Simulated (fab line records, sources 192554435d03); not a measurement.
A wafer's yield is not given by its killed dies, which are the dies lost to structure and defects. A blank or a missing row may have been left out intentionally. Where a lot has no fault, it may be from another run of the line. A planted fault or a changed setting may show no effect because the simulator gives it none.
A struck lot beside a sound one || flow n5 finfet || 27 out of 1938 route steps
Sound: wafers L145.4, L145.5, L145.6. The struck wafers were L157.2, L157.4, L157.5. Last of all comes the cause.
Each step with rows lists, per side, the tool, then ch with its chambers, then its first start. Under that, the readings that differ: sound wafers || struck wafers || difference of the means || sigmas: that difference in standard deviations of wafers without a fault.
alike: same words and numbers on both sides, and readings whose means sit less than 2 such deviations apart. not compared: any withheld reading, any reading some wafer has no value for, any bound like >300 that may hide the same value, and any number with overlapping values for which the record gives no deviation.
A row with sigmas, a row that says differs or no value, or rows on one side alone: a step with any of these is where the two part. Numbers that don't overlap but have no deviation are shown without sigmas and don't part them. A reading that every wafer of one side lacks parts them only if that side has two wafers or more.

first, 4 steps without rows for these wafers: N5_STI_FIN_REVEAL_ALD_14 (deposits Si3N4, target thk 3 nm); N5_STI_FIN_REVEAL_FCVD_FILL_01 (material SiO2 flowable, target thk 312 nm, time 512.2 s); N5_STI_FIN_REVEAL_DENSIFY_02 (time 1800 s); N5_STI_FIN_REVEAL_CMP_04 (polishes, stops on Si3N4, t overpolish 4 s, target thk 131.83 nm).
N5_STI_FIN_REVEAL_THK_MEAS_05:
  sound: film metro-02 at day 3 16:07; struck: film metro-01 at day 6 16:23
  alike: thk nm
N5_STI_FIN_REVEAL_DENSIFY_30:
  sound on rtp anneal-01 ch 0, day 3 16:14; struck on rtp anneal-01 ch 0, day 6 16:27
  alike: lamp power pct
  not compared: wafer_temp_C_max
N5_STI_FIN_REVEAL_ETCHBACK_08: etches SiO2 in C4F6/O2, target depth 30.5 nm, time 10.167 s.
  sound on rie diel-04 ch 0,1, day 3 16:30; struck on rie diel-05 ch 0,3, day 6 16:38
  alike: C4F6_flow_sccm, drypump motor current A, oes_o_777_au, oes product au, rf vpp V, showerhead plenum p Torr, throttle valve pct
  not compared: rf hours counter h
then, 5 steps without rows for these wafers: N5_STI_FIN_REVEAL_STRIP_24 (strips in N2/H2, time 90 s); N5_STI_FIN_REVEAL_PRECLEAN_25 (cleans in SPM, time 90 s); N5_STI_FIN_REVEAL_PRECLEAN_26 (cleans in SC1, time 45 s); N5_STI_FIN_REVEAL_PRECLEAN_29 (cleans in DHF, time 30 s); N5_STI_FIN_REVEAL_SRD_12 (time 30 s).
N5_STI_FIN_REVEAL_RECESS_09: chemistry HF/NH3, target SiO2, afs cycles 11, target depth 42.5 nm, sublimation time 60 s.
  sound on vapor etch-01 ch 0,1, day 3 17:19; struck on vapor etch-01 ch 0,1, day 6 16:53
{"reading": "temp c (C)", "sound": "29.95 30.00 30.15", "struck": "33.14 33.45 33.29", "difference": "+3.26", "sigmas": "+30"}
  alike: drypump motor current A
then, 2 steps without rows for these wafers: N5_STI_FIN_REVEAL_STRIP_16 (strips SiNx in H3PO4, target depth 23.8 nm); N5_STI_FIN_REVEAL_PRECLEAN_17 (cleans in NF3:NH3, afs cycles 1, time 20 s, sublimation time 60 s).
N5_STI_FIN_REVEAL_ETCH_34: etches Si in H2, material Si, target depth 0.97 nm.
  sound on rie si-01 ch 0,1,2, day 3 18:53; struck on rie si-01 ch 1,2,3, day 6 18:58
  alike: drypump motor current A, oes product au, throttle valve pct
  not compared: rf hours counter h
N5_STI_FIN_REVEAL_OXIDATION_31: chemistry O2 PLASMA REMOTE, time 20 s.
  sound on plasma asher-01 ch 0,1, day 3 18:58; struck on plasma asher-02 ch 0,1, day 6 19:10
  alike: drypump motor current A, heater power w
  not compared: rf hours counter h
then, 3 steps without rows for these wafers: N5_STI_FIN_REVEAL_PRECLEAN_32 (cleans in NF3:NH3, afs cycles 1, time 20 s, sublimation time 60 s); N5_STI_FIN_REVEAL_STRIP_35 (strips Si3N4 in H3PO4, target depth 4 nm, time 39 s); N5_STI_FIN_REVEAL_SRD_21 (time 30 s).
N5_STI_FIN_REVEAL_OXIDATION_33: chemistry O2 PLASMA REMOTE, time 20 s.
  sound on plasma asher-02 ch 0,1, day 3 19:19; struck on plasma asher-01 ch 0,1, day 6 19:31
  alike: drypump motor current A, heater power w
  not compared: rf hours counter h
then, 2 steps without rows for these wafers: N5_STI_FIN_REVEAL_CLEAN_19 (cleans in O3/DIW, time 120 s); N5_STI_FIN_REVEAL_SRD_23 (time 30 s).
N5_STI_FIN_REVEAL_CD_MEAS_22: target cd 6.238 nm, pitch 28 nm.
  sound: cd sem-02 at day 3 19:28; struck: cd sem-02 at day 6 19:41
  alike: cd nm
N5_STI_FIN_REVEAL_FIN_H_MEAS_10:
  sound: ocd-01 at day 3 19:29; struck: ocd-02 at day 6 19:43
{"reading": "trench depth nm (nm)", "sound": "51.5 51.9 51.7", "struck": "47.0 47.4 47.7", "difference": -4.3, "sigmas": -6}
then, 1 step without rows for these wafers: N5_STI_FIN_REVEAL_PRECLEAN_18 (cleans in SC2, time 45 s).
-- here the record skips 10 days between the struck wafers' starts before and after, leaving off in module STI_FIN_REVEAL and picking up in module PASSIVATION (first step shown: number 1936 of the route) --
N5_PASSIVATION_PROBE_49:
  record: rows for the struck wafers here (prober-01, day 17 05:05), none for the sound ones

== WHERE THEY PART ==
First at N5_STI_FIN_REVEAL_RECESS_09; last, within this record, at N5_PASSIVATION_PROBE_49.

WHY: the cause the simulator had injected
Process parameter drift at N5_STI_FIN_REVEAL_RECESS_09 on vapor etch-01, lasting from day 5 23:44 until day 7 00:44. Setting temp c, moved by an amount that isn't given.
